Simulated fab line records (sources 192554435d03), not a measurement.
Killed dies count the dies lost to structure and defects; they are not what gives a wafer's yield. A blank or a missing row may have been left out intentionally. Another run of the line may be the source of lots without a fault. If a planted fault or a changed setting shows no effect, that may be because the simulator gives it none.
Split-lot experiment | flow n5-finfet | route with 1938 steps; 7 lots, 21 wafers read

== SPLIT DETAILS ==
At N5_BEOL_M3_ETCH_70 (etches SOC in N2/H2, target depth 80 nm, overetch 16 nm, time 120 s), the setting source-w was moved away from the recipe's 840 W on 3 of the 21 wafers read, by +6.4% to +8.7%. This setting was run at the recipe's value on the other wafers.

The reading comes from the split's own step.

== THE READING ==
rf-vpp-V, in V, at N5_BEOL_M3_ETCH_70 (etches SOC in N2/H2, target depth 80 nm, overetch 16 nm, time 120 s). On this fab line, fault-free wafers typically give 525.2 V with a standard deviation of 2.2 V.

wafer  | tool, chamber at the split | source-w as run, W | against the recipe | rf-vpp-V, V | against lot-mates on the recipe
L075.1 | rie-diel-02, 1             | 913.5              | +8.7%              | 512.0       | -12.0
L075.4 | rie-diel-02, 0             | 840                | recipe             | 523.2       | -
L075.6 | rie-diel-02, 1             | 840                | recipe             | 524.9       | -
L076.1 | rie-diel-02, 3             | 840                | recipe             | 527.8       | -
L076.4 | rie-diel-02, 2             | 840                | recipe             | 525.6       | -
L076.6 | rie-diel-02, 2             | 840                | recipe             | 524.5       | -
L078.1 | rie-diel-04, 1             | 840                | recipe             | 525.2       | -
L078.2 | rie-diel-04, 2             | 840                | recipe             | 526.7       | -
L078.6 | rie-diel-04, 1             | 840                | recipe             | 525.3       | -
L085.1 | rie-diel-04, 0             | 840                | recipe             | 524.4       | -
L085.4 | rie-diel-04, 2             | 840                | recipe             | 526.2       | -
L085.5 | rie-diel-04, 0             | 840                | recipe             | 523.2       | -
L089.3 | rie-diel-02, 3             | 840                | recipe             | 528.0       | -
L089.5 | rie-diel-02, 2             | 894.1              | +6.4%              | 513.4       | -14.6
L089.6 | rie-diel-02, 3             | 894.1              | +6.4%              | 518.9       | -9.1
L093.4 | rie-diel-03, 0             | 840                | recipe             | 523.2       | -
L093.5 | rie-diel-03, 2             | 840                | recipe             | 523.7       | -
L093.6 | rie-diel-03, 3             | 840                | recipe             | 528.5       | -
L097.3 | rie-diel-04, 0             | 840                | recipe             | 522.7       | -
L097.5 | rie-diel-04, 0             | 840                | recipe             | 522.7       | -
L097.6 | rie-diel-04, 1             | 840                | recipe             | 525.8       | -

FIT RESULTS
A straight line over all 21 wafers: rf-vpp-V changes by -1.44 V for each +1% of source-w; r = -0.89; the points scatter about the line by 2 V.
The same after taking each lot's own level away (the mean of its wafers on the recipe; 21 wafers): -1.61 V for each +1%; r = -0.92; scatter 1.8 V.
On that fit, the largest move of source-w shifts the reading by 14 V.
From 523.73 to 528.00 V: that is the span of the lots' own levels, equal to 1.9 times the standard deviation above.
So the slope is not independent of the lot-to-lot level: the two fits are not the same.
Check: with one of the wafers moved furthest among these (+8.7%) left out of the fit, the line predicts -16.1 V for it against its lot-mates. Against them it came out at -12 V.
Tool readings at the split's step, against how far the setting was moved: rf-vpp-V r = -0.89.

== OTHER SPLITS ON THESE WAFERS ==
Before the reading, these wafers also passed through other splits. Each is held against what the fit with the lots' levels taken away leaves over:
other split on the same wafers | wafers away from the commonest value | r with rf-vpp-V (lot level and that fit taken away)
N5_BEOL_M2_EXPOSE_08 dose-mj   | 4                                    | +0.06
N5_BEOL_M2_ETCH_64 time-s      | 4                                    | -0.01
N5_BEOL_M3_ALD_98 ald-cycles   | 9                                    | +0.04

== FILE'S OWN FIT ==
rf-vpp-V changes by -1.54 V for each +1% of source-w, r = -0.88.
